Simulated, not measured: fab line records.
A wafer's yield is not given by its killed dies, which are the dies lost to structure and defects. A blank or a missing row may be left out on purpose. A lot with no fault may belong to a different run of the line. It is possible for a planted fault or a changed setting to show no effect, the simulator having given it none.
8D (eight disciplines) problem report, filled in by code / flow n5-finfet / the parts of the form that need people (team, actions taken, sign-off) are left out

== 1. WHAT WENT WRONG ==
On 3 wafers of 1 lot, cd-nm at N5_MOL_CONTACT_COAG_CD_MEAS_08 has a mean of 26.77 nm; fault-free wafers read 28.00 nm, standard deviation 0.25. Measured from the usual mean, that is -4.9 standard deviations.
The step: target cd 28 nm.
The first sign was on wafer L221.1 at day 8 23:36, on cd-sem-03. Wafers with a number at this step in the record: 27, from 9 lots. The rule behind "out" and "out of limits": a value lying over 4 standard deviations away from the usual mean. The other wafers with a number count as sound.

== 2. WHAT IT IS AND WHAT IT IS NOT ==
question=which readings at this step | is=cd-nm | is not=-
question=which lots | is=L221 | is not=L206, L207, L209, L211, L212, L213, L225, L228
question=which wafers of those lots | is=all that have a number | is not=-
question=read on which gauges | is=cd-sem-03 | is not=cd-sem-01, cd-sem-02
question=when | is=from day 8 23:36 | is not=up to then (18 sound wafers); but 6 sound wafers of L225, L228 came after

== 3. WHAT RULES OUT EACH SUSPECT ==
Counting: a tool at any process step up to the reading remains a suspect when it ran all the lots that are out and ran no sound lot after the first of those.
- ruled out: the gauge at N5_MOL_CONTACT_COAG_CD_MEAS_08. All the wafers that are out were read on cd-sem-03, but those of them that N5_MOL_CONTACT_COAG_EXPOSE_05 has rows for are out there too, on other tools.
- rie-metal-02 at N5_GATE_CUT_VAPOR_ETCH_48 (etches TiN in BCl3/Cl2): ruled out as a lasting fault. Sound lots L225, L228 ran on it after its first lot that is out, L221 (day 8 19:28).
- cmp-03 at N5_GATE_CUT_CMP_23 (polishes, stops on SiO2, t overpolish 23.4 s, target thk 16 nm): ruled out as a lasting fault. Sound lots L228 ran on it after its first lot that is out, L221 (day 8 22:16).
- euv-scanner-02 at N5_MOL_CONTACT_COAG_EXPOSE_05 (exposes mask CA, defocus 0 nm): kept. It ran the lot that is out, L221 (day 8 23:28), and no sound lot after that; its last sound lot up to then is L213 (day 6 18:08). Its own exposure-dose-mJ-cm2 readings are out on those wafers.
Remaining after the count: euv-scanner-02 at N5_MOL_CONTACT_COAG_EXPOSE_05.

== 4. THE CAUSE (what the simulator had put in) ==
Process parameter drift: euv-scanner-02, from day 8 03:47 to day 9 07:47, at N5_MOL_CONTACT_COAG_EXPOSE_05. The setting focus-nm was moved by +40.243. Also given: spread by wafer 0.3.
The count eliminated every tool but this one.

== 5. SEQUENCE OF EFFECTS, ordered by route ==
Rows list readings where the struck wafers' mean (over those with a number) sits beyond 3 standard deviations from the usual. Only readings whose record carries a usual standard deviation are examined. hours: median over the lots of the time between each lot's start at the first step of this table that gives one and its start at this step. sigmas: the change, counted in usual standard deviations.
hours=0; step=N5_MOL_CONTACT_COAG_EXPOSE_05; reading=exposure-dose-mJ-cm2; usual=38.24; on struck wafers=38.60; change=+0.36; sigmas=+8.2
hours=0; step=N5_MOL_CONTACT_COAG_CD_MEAS_08; reading=cd-nm; usual=28.00 nm; on struck wafers=26.77; change=-1.23; sigmas=-4.9
hours=1; step=N5_MOL_CONTACT_COAG_CD_MEAS_99; reading=cd-nm; usual=17.3 nm; on struck wafers=16.2; change=-1.1; sigmas=-3.2
hours=85; step=N5_BEOL_M4_RC_MEAS_101; reading=RC_DENSE_N; usual=18.9 ohm.um; on struck wafers=20.8; change=+1.9; sigmas=+4.1
hours=85; step=N5_BEOL_M4_RC_MEAS_101; reading=RC_DENSE_P; usual=23.6 ohm.um; on struck wafers=25.6; change=+2.0; sigmas=+3.2
hours=85; step=N5_BEOL_M4_RC_MEAS_101; reading=RC_N; usual=15.4 ohm.um; on struck wafers=16.8; change=+1.4; sigmas=+3.8
Its process steps:
- N5_MOL_CONTACT_COAG_EXPOSE_05: exposes mask CA, defocus 0 nm.

== 6. HOW IT WOULD HAVE BEEN CAUGHT EARLIER ==
In this record the first reading out of limits at a measuring or inspecting step was taken at day 8 23:36, 20 hours after the fault began at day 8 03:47.
At N5_MOL_CONTACT_COAG_EXPOSE_05, the tool's own readings (exposure-dose-mJ-cm2) were out on each struck wafer the step has a row for, so an alarm limit on them would have fired on the first such wafer.
All the lots that are out (1) had begun N5_MOL_CONTACT_COAG_EXPOSE_05 on euv-scanner-02 by day 8 23:36. Holding the tool at that point would not have protected any of them.
